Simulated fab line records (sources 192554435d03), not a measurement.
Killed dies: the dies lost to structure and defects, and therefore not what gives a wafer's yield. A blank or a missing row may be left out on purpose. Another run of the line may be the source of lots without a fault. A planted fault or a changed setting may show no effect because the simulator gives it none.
Chamber matching -- flow n5-finfet -- 3 sister chambers for N5_BEOL_M9_PECVD_70 on pecvd-04
The step deposits SiO2 from TEOS/O2, target thk 20 nm, time 22.7 s. 20 wafers are shown with their chamber, then 10 later ones without.

## EACH WAFER AND ITS CHAMBER
wafer,chamber,throttle-valve-pct (%),showerhead-plenum-p-Torr (Torr),heater-power-w (W)
L074.2,0,22.4,8.65,650
L074.3,2,20.6,8.72,778
L074.4,1,25.9,8.81,864
L076.2,2,20.7,8.75,750
L076.5,1,25.8,8.77,826
L076.6,0,22.5,8.66,685
L075.3,1,25.7,8.78,799
L075.5,1,25.5,8.81,811
L075.6,0,22.6,8.65,695
L080.1,0,22.6,8.64,688
L080.4,2,20.5,8.73,765
L080.5,1,25.7,8.82,876
L083.4,1,25.7,8.81,755
L083.5,0,22.5,8.65,695
L083.6,2,20.6,8.72,768
L093.1,0,22.6,8.66,669
L093.5,1,25.6,8.82,815
L093.6,0,22.8,8.64,674
L094.2,0,22.9,8.66,597
L094.3,1,25.8,8.79,805

SIGNATURES (averages over the wafers above)
reading,chamber 0,chamber 1,chamber 2,scatter within a chamber
throttle-valve-pct,22.613,25.712,20.600,0.137
showerhead-plenum-p-Torr,8.6513,8.8012,8.7300,0.0145
heater-power-w,669.12,818.88,765.25,32.6
Rule: a wafer's distance from a chamber is the root of the sum, over the readings, of the square of ((its reading less the chamber's mean) divided by the reading's scatter). If the next closest chamber is less than 2 further off than the closest, the wafer can't be placed; otherwise it belongs to the closest. How the scatter is found: for the shown wafers, subtract from each reading the mean of its chamber, square and add these, divide the total by (wafers less chambers), then take the root.

## WAFERS WITH NO CHAMBER GIVEN
wafer,throttle-valve-pct (%),showerhead-plenum-p-Torr (Torr),heater-power-w (W)
L094.5,25.8,8.81,807
L095.1,20.6,8.73,685
L095.2,25.7,8.80,859
L095.4,20.9,8.72,697
L096.2,25.7,8.82,861
L096.3,20.8,8.73,761
L096.4,22.7,8.66,710
L097.2,20.9,8.73,687
L097.3,22.9,8.65,695
L097.6,20.7,8.74,722

## THE CHAMBER EACH PASSED THROUGH
wafer,from the rows above,in truth
L094.5,1,1
L095.1,2,2
L095.2,1,1
L095.4,2,2
L096.2,1,1
L096.3,2,2
L096.4,0,0
L097.2,2,2
L097.3,0,0
L097.6,2,2
Correctly placed: 10 of 10. Number that these rows cannot place: 0. 0 placed wrongly.
